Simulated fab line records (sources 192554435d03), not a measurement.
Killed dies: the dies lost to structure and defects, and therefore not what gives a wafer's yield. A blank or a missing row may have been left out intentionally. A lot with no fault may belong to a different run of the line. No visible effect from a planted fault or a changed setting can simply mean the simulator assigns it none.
Matching of chambers	flow n5Finfet	N5_FIN_SAQP_MANDREL2_REMOVE_60 on rieSi-02 has 4 sister chambers
The step chemistry HBr/Cl2/O2, target a-Si, stops on SiNx, bt time 10 s. 16 wafers are shown with their chamber, then 8 later ones without.

WAFERS PAIRED WITH THEIR CHAMBERS
wafer	chamber	drypumpMotorCurrentA (A)	heBacksideLeakSccm (sccm)	oesProductAu (a.u.)
L074.1	3	5.8	3.27	1.005
L074.2	1	6.3	2.63	1.016
L074.4	2	6.0	2.61	0.959
L080.1	3	5.8	3.27	1.008
L080.2	2	6.0	2.56	0.979
L080.4	1	6.3	2.41	1.020
L086.1	0	6.4	2.83	1.012
L086.4	3	5.9	3.17	1.010
L086.5	0	6.4	2.79	1.013
L087.1	0	6.4	2.74	1.014
L087.4	3	5.9	3.15	1.023
L087.5	2	6.0	2.55	0.961
L088.1	1	6.3	2.58	1.019
L088.3	3	5.8	3.08	1.030
L088.6	0	6.4	2.78	1.013
L091.2	2	6.0	2.58	0.995

SIGNATURES, as means of the wafers listed above
reading	chamber 0	chamber 1	chamber 2	chamber 3	scatter within a chamber
drypumpMotorCurrentA	6.400	6.300	6.000	5.840	0.0316
heBacksideLeakSccm	2.7850	2.5400	2.5750	3.1880	0.0705
oesProductAu	1.01300	1.01833	0.97350	1.01520	0.0105
Rule: distance of a wafer from a chamber = root of the sum over the readings of ((wafer's reading minus chamber's mean) / reading's scatter) squared. If the next closest chamber is less than 2 further off than the closest, the wafer can't be placed; otherwise it belongs to the closest. How the scatter is found: for the shown wafers, subtract from each reading the mean of its chamber, square and add these, divide the total by (wafers less chambers), then take the root.

WAFERS WITHOUT THEIR CHAMBER
wafer	drypumpMotorCurrentA (A)	heBacksideLeakSccm (sccm)	oesProductAu (a.u.)
L091.3	6.4	2.82	1.023
L091.5	6.0	2.55	0.990
L095.1	6.3	2.56	1.006
L095.3	6.4	2.84	1.019
L095.5	6.3	2.64	1.006
L096.2	6.4	2.85	1.034
L096.4	5.9	3.26	1.016
L096.6	6.0	2.61	0.985

WHICH CHAMBER EACH WENT THROUGH
wafer	from the rows above	in truth
L091.3	0	0
L091.5	2	2
L095.1	1	1
L095.3	0	0
L095.5	can't be placed: 1 or 0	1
L096.2	0	0
L096.4	3	3
L096.6	2	2
Correct placement for 7 of the 8. Not placeable from these rows: 1 (in 1, the candidates include the true chamber). Wrongly placed: 0.
